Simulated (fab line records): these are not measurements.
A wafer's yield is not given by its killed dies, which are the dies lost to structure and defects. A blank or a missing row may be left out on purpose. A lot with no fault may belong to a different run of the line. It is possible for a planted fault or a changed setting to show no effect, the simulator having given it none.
Matching of chambers -- flow nand harc -- NHARC_A_STAIRCASE_ETCH_313 on rie diel-08 has 4 sister chambers
The step etches the open film in CF4/CHF3. 8 wafers are shown with their chamber, then 7 later ones without.

## WAFERS PAIRED WITH THEIR CHAMBERS
wafer,chamber,showerhead plenum p Torr (Torr),rf vpp V (V)
L079.1,1,1.53,368.7
L083.1,1,1.53,369.2
L087.5,2,1.61,373.0
L085.1,3,1.61,372.3
L085.4,2,1.61,373.0
L085.6,0,1.49,368.5
L091.1,3,1.61,373.0
L091.2,0,1.48,369.2

## WAFERS WITH NO CHAMBER GIVEN
wafer,showerhead plenum p Torr (Torr),rf vpp V (V)
L091.3,1.52,369.3
L095.3,1.61,371.1
L095.4,1.52,369.9
L095.5,1.61,373.8
L097.3,1.48,367.4
L097.4,1.52,368.7
L097.6,1.60,372.5

## WHICH CHAMBER EACH ONE RAN IN
wafer,from the rows above,in truth
L091.3,1,1
L095.3,can't be placed: 3 or 2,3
L095.4,1,1
L095.5,can't be placed: 2 or 3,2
L097.3,0,0
L097.4,1,1
L097.6,can't be placed: 3 or 2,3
Placed correctly: 4 of 7. From these rows, 3 cannot be placed; in 3 the true chamber is one of the candidates. 0 placed wrongly.
How it was worked out, from the rows above alone: a wafer's distance from a chamber is the root of the sum, over the readings, of the square of ((its reading less the chamber's mean) divided by the reading's scatter). The wafer belongs to the nearest chamber; if the next one is less than 2 further off, it can't be placed. Each chamber's mean is taken over the wafers shown for it. The scatter: the root of (the sum of the squares of (reading less its chamber's mean) over the shown wafers, divided by (wafers less chambers)).
